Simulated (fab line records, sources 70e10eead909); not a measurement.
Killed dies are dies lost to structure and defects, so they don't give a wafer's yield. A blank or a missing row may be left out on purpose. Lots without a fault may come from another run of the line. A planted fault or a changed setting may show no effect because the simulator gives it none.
Which tool did it? | flow nand_harc | 8 lots, 24 wafers sampled, at 3 steps of a route of 1302

WHAT THE GAUGES READ, wafer by wafer
NHARC_P_M0_CD_MEAS_09: target cd 90 nm.
lot  | measured     | on        | cd_nm (nm)
L766 | day 6 08:45  | cd_sem-03 | 87.3 88.4 88.1
L769 | day 7 19:28  | cd_sem-03 | 88.9 88.7 88.2
L772 | day 9 03:29  | cd_sem-01 | 89.3 88.2 89.6
L776 | day 10 13:29 | cd_sem-02 | 88.2 88.9 89.3
L779 | day 12 04:28 | cd_sem-03 | 90.9 89.6 91.8
L780 | day 12 08:14 | cd_sem-03 | 88.6 89.6 87.8
L782 | day 13 04:28 | cd_sem-02 | 99.2 99.7 99.3
L787 | day 15 11:39 | cd_sem-02 | 89.8 90.7 90.4

WHICH TOOL RAN EACH LOT (tool, then ch and the chambers of the sampled wafers, then the start)
lot  | NHARC_P_CONTACT_DEGAS_38     | NHARC_P_M0_EXPOSE_06
L766 | pvd_sputter-03, day 6 06:29  | arfi_scanner-01 ch 0, day 6 08:37
L769 | pvd_sputter-01, day 7 17:04  | arfi_scanner-03 ch 0, day 7 19:19
L772 | pvd_sputter-01, day 9 01:06  | arfi_scanner-02 ch 0, day 9 03:21
L776 | pvd_sputter-02, day 10 11:13 | arfi_scanner-03 ch 0, day 10 13:21
L779 | pvd_sputter-03, day 12 02:04 | arfi_scanner-02 ch 0, day 12 04:20
L780 | pvd_sputter-02, day 12 05:15 | arfi_scanner-02 ch 0, day 12 08:05
L782 | pvd_sputter-03, day 13 02:11 | arfi_scanner-03 ch 0, day 13 04:19
L787 | pvd_sputter-03, day 15 09:13 | arfi_scanner-02 ch 0, day 15 11:31
- NHARC_P_CONTACT_DEGAS_38: time 60 s.
- NHARC_P_M0_EXPOSE_06: exposes mask P M0, target cd 90 nm.

THE ANSWER, worked out from the rows above alone
Rule: what is usual is taken from the lots themselves. Put in order of their means at a reading, lots are off if they are a third of the lots or fewer, leave a main group of 4 or more, and stand apart from it by a gap of 3 or more times the standard deviation of the main group's means; of several such gaps the widest counts. A main group whose means are all the same, to the digits that the tables above print for the reading, isn't used. A lot without any number at a reading at which 4 lots or more have one is off too. The other lots that the step has rows for count as sound.
Off: L782, at NHARC_P_M0_CD_MEAS_09 (cd_nm). The main group: mean 89.2 nm, standard deviation 0.93.
A tool fits if, at a process step before that reading, it ran every lot that is off, and no sound lot after the first of them. The gauges at NHARC_P_M0_CD_MEAS_09 are tried like those tools. One fits: arfi_scanner-03 at NHARC_P_M0_EXPOSE_06. Its last sound lot is L776 (day 10 13:21), its first lot that is off L782 (day 13 04:19): a fault that began between those two fits.

WHAT THE SIMULATOR HAD PUT IN
Process parameter drift: arfi_scanner-03, from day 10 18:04 on, at NHARC_P_M0_EXPOSE_06. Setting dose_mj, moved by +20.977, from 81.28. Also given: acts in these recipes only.
Lots struck among those shown: L782. The rule above found the same.
